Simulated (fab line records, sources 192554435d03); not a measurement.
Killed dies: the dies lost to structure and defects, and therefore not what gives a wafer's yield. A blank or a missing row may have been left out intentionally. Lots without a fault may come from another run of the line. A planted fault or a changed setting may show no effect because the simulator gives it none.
Matching of chambers ; flow n5 finfet ; 4 sister chambers for N5_BEOL_M4_VIA_ETCH_34 on rie diel-01
The step etches the open film in C4F6/O2, target depth 69.4 nm, time 65.9 s. 22 wafers are shown with their chamber, then 11 later ones without.

WAFERS, EACH WITH ITS CHAMBER
wafer;chamber;drypump motor current A (A);throttle valve pct (%);showerhead plenum p Torr (Torr)
L075.3;0;6.2;30.99;2.87
L075.4;0;6.2;31.01;2.87
L075.6;2;6.2;31.20;2.94
L077.1;0;6.2;31.01;2.87
L077.3;3;5.1;30.40;3.01
L077.5;1;5.9;30.52;2.97
L081.2;1;5.9;30.51;2.96
L081.4;0;6.2;31.04;2.87
L081.5;3;5.2;30.42;3.00
L083.2;3;5.1;30.41;3.00
L083.4;2;6.2;31.23;2.93
L083.5;3;5.1;30.42;3.00
L085.3;3;5.1;30.41;3.00
L085.5;1;5.9;30.53;2.96
L085.6;0;6.2;31.02;2.86
L087.2;3;5.1;30.41;3.00
L087.4;0;6.2;31.03;2.86
L087.6;1;5.9;30.52;2.96
L088.2;2;6.2;31.23;2.93
L088.3;3;5.1;30.41;3.00
L088.5;3;5.2;30.43;3.00
L091.2;0;6.2;31.04;2.86

SIGNATURES, as means of the wafers listed above
reading;chamber 0;chamber 1;chamber 2;chamber 3;scatter within a chamber
drypump motor current A;6.200;5.900;6.200;5.125;0.0289
throttle valve pct;31.0200;30.5200;31.2200;30.4138;0.0137
showerhead plenum p Torr;2.8657;2.9625;2.9333;3.0012;0.00472
Rule: a wafer's distance from a chamber is the root of the sum, over the readings, of the square of ((its reading less the chamber's mean) divided by the reading's scatter). If the next closest chamber is less than 2 further off than the closest, the wafer can't be placed; otherwise it belongs to the closest. The scatter: take each reading less its chamber's mean, square it, sum over the shown wafers, divide by the number of wafers less the number of chambers, and take the root.

WAFERS WITH NO CHAMBER GIVEN
wafer;drypump motor current A (A);throttle valve pct (%);showerhead plenum p Torr (Torr)
L091.4;6.2;31.24;2.93
L091.6;6.2;31.24;2.93
L090.1;5.1;30.41;3.00
L090.5;5.2;30.42;3.00
L090.6;6.2;31.23;2.93
L092.2;5.2;30.43;3.00
L092.5;6.2;31.24;2.93
L092.6;5.9;30.54;2.96
L097.1;6.2;31.26;2.92
L097.4;6.0;30.55;2.95
L097.5;6.2;31.27;2.92

THE CHAMBER EACH PASSED THROUGH
wafer;from the rows above;in truth
L091.4;2;2
L091.6;2;2
L090.1;3;3
L090.5;3;3
L090.6;2;2
L092.2;3;3
L092.5;2;2
L092.6;1;1
L097.1;2;2
L097.4;1;1
L097.5;2;2
Correct placement for 11 of the 11. Left unplaced by these rows: 0. Number placed wrongly: 0.
